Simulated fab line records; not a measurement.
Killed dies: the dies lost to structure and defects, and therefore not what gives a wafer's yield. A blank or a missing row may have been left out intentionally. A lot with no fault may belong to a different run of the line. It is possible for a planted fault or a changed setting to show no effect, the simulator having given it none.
Struck lot and sound lot, side by side -- flow n5-finfet -- 25 out of 1938 route steps
Sound: these wafers, L728.2, L728.3, L728.5. Struck: wafers L742.1, L742.2, L742.5. At the end, the cause is stated.
At each step with rows: each side's tool, then ch and its chambers, then its first start. Under that, the readings that differ: sound wafers -- struck wafers -- difference of the means -- sigmas: that difference in standard deviations of wafers without a fault.
alike: words and numbers the same on both sides, and readings whose means are apart by under 2 such deviations; not compared: readings that were withheld, readings missing a value for some wafer, numbers with overlapping values and no deviation given by the record, and bounds like >300 which may hide the same value.
A row with sigmas, a row that says differs or no value, or rows on one side alone: a step with any of these is where the two part. When numbers do not overlap yet have no deviation, they are printed without sigmas and do not part them. Lack of a reading on every wafer of one side parts them only where that side has two or more wafers.

first, 11 steps without rows for these wafers: N5_WELL_APT_RTA_34 (time 10 s); N5_WELL_APT_OXIDE_STRIP_42 (strips SiO2 in dHF, time 45 s, target depth 12 nm); N5_WELL_APT_PRECLEAN_36 (cleans in O3/DIW, time 45 s); N5_WELL_APT_PRECLEAN_39 (cleans in dHF, time 60 s); N5_WELL_APT_SRD_37 (time 30 s); N5_WELL_APT_EPI_41 (deposits Si from SiH4/H2, target thk 50 nm, time 297.7 s); N5_PMOS_HMC_CHANNEL_EPI_HM_DEP_34 (deposits SiO2 from TEOS/O2, target thk 36 nm, time 6.9 s); N5_PMOS_HMC_CHANNEL_EPI_COAT_31 (time 60 s, resist thk 66 nm); N5_PMOS_HMC_CHANNEL_EPI_COAT_03 (resist thk 205 nm); N5_PMOS_HMC_CHANNEL_EPI_EBR_05; N5_PMOS_HMC_CHANNEL_EPI_SOFTBAKE_04 (time 60 s).
N5_PMOS_HMC_CHANNEL_EPI_EXPOSE_06: exposes mask PMOS HMC BLK, target cd 240 nm.
  sound on arfi-scanner-01 ch 0, day 1 17:47; struck on arfi-scanner-01 ch 0, day 5 05:45
reading,sound,struck,difference,sigmas
exposure-dose-mJ-cm2,40.98 40.96 40.97,42.89 42.83 42.89,+1.90,+44
  alike: mask
then, 2 steps without rows for these wafers: N5_PMOS_HMC_CHANNEL_EPI_PEB_07 (peb time 60 s); N5_PMOS_HMC_CHANNEL_EPI_DEVELOP_08 (develop time 30 s).
N5_PMOS_HMC_CHANNEL_EPI_CD_MEAS_09 targets a cd of 237.4 nm.
  sound on cd-sem-01 ch 0, day 1 17:55; struck on cd-sem-03 ch 0, day 5 05:53
reading,sound,struck,difference,sigmas
cd-nm (nm),234.9 235.4 235.5,240.9 240.1 240.6,+5.3,+5
N5_PMOS_HMC_CHANNEL_EPI_DESCUM_14: chemistry O2, time 7.9 s.
  sound on rie-diel-05 ch 0,2, day 1 18:00; struck on rie-diel-04 ch 0,1,3, day 5 05:58
reading,sound,struck,difference,sigmas
model.PMOS_HMC_CHANNEL_EPI.cd-nm (nm),234.7 235.2 235.4,241 240.1 240.6,+5,
  alike: drypump-motor-current-A, oes-product-au, rf-vpp-V, showerhead-plenum-p-Torr, throttle-valve-pct
  not compared: rf-hours-counter-h
then, 5 steps without rows for these wafers: N5_PMOS_HMC_CHANNEL_EPI_ETCH_32 (etches BARC in N2/H2, stops on SiO2, target depth 85.8 nm, time 50.3 s); N5_PMOS_HMC_CHANNEL_EPI_HM_OPEN_15 (chemistry CHF3/O2, target SiO2, target depth 40.6 nm, time 20.3 s); N5_PMOS_HMC_CHANNEL_EPI_STRIP_33 (strips in N2/H2); N5_PMOS_HMC_CHANNEL_EPI_STRIP_17 (strips in SPM, time 750 s); N5_PMOS_HMC_CHANNEL_EPI_ETCH_38 (etches SiO2 in CF4, target depth 1.5 nm).
N5_PMOS_HMC_CHANNEL_EPI_FIN_RECESS_16: chemistry HBr/Cl2, target Si, target depth 54 nm, time 18 s.
  sound on rie-si-06 ch 0,2,3, day 1 18:29; struck on rie-si-06 ch 0,1,2, day 5 06:25
reading,sound,struck,difference,sigmas
model.PMOS_HMC_CHANNEL_EPI.cd-nm (nm),238.2 238.4 238,242.6 242.1 243.3,+4.5,
  alike: HBr_flow_sccm, drypump-motor-current-A, oes-product-au, throttle-valve-pct
  not compared: rf-hours-counter-h
then, 1 step without rows for these wafers: N5_PMOS_HMC_CHANNEL_EPI_PRECLEAN_36 (cleans in O3/DIW, time 45 s).
-- here the record skips 6 days between the struck wafers' starts before and after, leaving off in module PMOS_HMC_CHANNEL_EPI and picking up in module BEOL_M4 (first step shown: number 1111 of the route) --
N5_BEOL_M4_RC_MEAS_101:
  sound on prober-02 ch 0, day 7 12:20; struck on prober-02 ch 0, day 11 06:31
  alike: DIBL_N, DIBL_P, IOFF_N, IOFF_P, ION_N, ION_P, SS_N, SS_P, VT_N, VT_P
-- here the record skips 4 days between the struck wafers' starts before and after, leaving off in module BEOL_M4 and picking up in module PASSIVATION (first step shown: number 1936 of the route) --
N5_PASSIVATION_PROBE_49:
  only the struck wafers here have rows in the record (prober-02, day 15 12:58); the sound ones have none

== WHERE THEY PART ==
Earliest at N5_PMOS_HMC_CHANNEL_EPI_EXPOSE_06; latest, in this record, at N5_PASSIVATION_PROBE_49.

WHY: whatever the simulator had introduced
Process parameters drifting: arfi-scanner-01 at N5_PMOS_HMC_CHANNEL_EPI_EXPOSE_06, beginning at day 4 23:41. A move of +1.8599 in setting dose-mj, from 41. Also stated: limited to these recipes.
